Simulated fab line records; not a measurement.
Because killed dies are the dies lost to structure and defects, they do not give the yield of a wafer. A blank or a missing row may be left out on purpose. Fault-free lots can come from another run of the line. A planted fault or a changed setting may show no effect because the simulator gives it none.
Chamber matching | flow nandHarc | 3 sister chambers for NHARC_A_M0_DEP_32 on pecvd-01
The step deposits SiCN, target thk 30 nm. 16 wafers are shown with their chamber, then 8 later ones without.

## WAFERS PAIRED WITH THEIR CHAMBERS
wafer  | chamber | heaterPowerW (W)
L079.1 | 1       | 576
L079.5 | 1       | 557
L079.6 | 2       | 520
L084.3 | 1       | 565
L084.4 | 1       | 566
L084.6 | 2       | 572
L080.4 | 2       | 481
L080.5 | 0       | 627
L080.6 | 1       | 653
L082.1 | 2       | 520
L082.4 | 1       | 616
L082.5 | 2       | 500
L087.4 | 0       | 559
L087.5 | 2       | 520
L087.6 | 1       | 534
L089.1 | 0       | 508

SIGNATURES (means of the wafers above)
reading      | chamber 0 | chamber 1 | chamber 2 | scatter within a chamber
heaterPowerW | 564.67    | 581.00    | 518.83    | 40.6
Rule: a wafer's distance from a chamber is the root of the sum, over the readings, of the square of ((its reading less the chamber's mean) divided by the reading's scatter). The wafer belongs to the nearest chamber; if the next one is less than 2 further off, it can't be placed. The scatter: the root of (the sum of the squares of (reading less its chamber's mean) over the shown wafers, divided by (wafers less chambers)).

## WAFERS WHOSE CHAMBER IS MISSING
wafer  | heaterPowerW (W)
L089.3 | 574
L089.4 | 588
L091.4 | 565
L091.5 | 597
L091.6 | 538
L097.1 | 583
L097.3 | 494
L097.6 | 652

## EACH ONE'S CHAMBER
wafer  | from the rows above          | in truth
L089.3 | can't be placed: 1 or 0 or 2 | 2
L089.4 | can't be placed: 1 or 0 or 2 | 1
L091.4 | can't be placed: 0 or 1 or 2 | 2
L091.5 | can't be placed: 1 or 0 or 2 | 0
L091.6 | can't be placed: 2 or 0 or 1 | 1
L097.1 | can't be placed: 1 or 0 or 2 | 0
L097.3 | can't be placed: 2 or 0 or 1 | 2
L097.6 | can't be placed: 1 or 0 or 2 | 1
Placed correctly: 0 of 8. Cannot be placed on the basis of these rows: 8; the candidates contain the true chamber in 8. 0 placed wrongly.
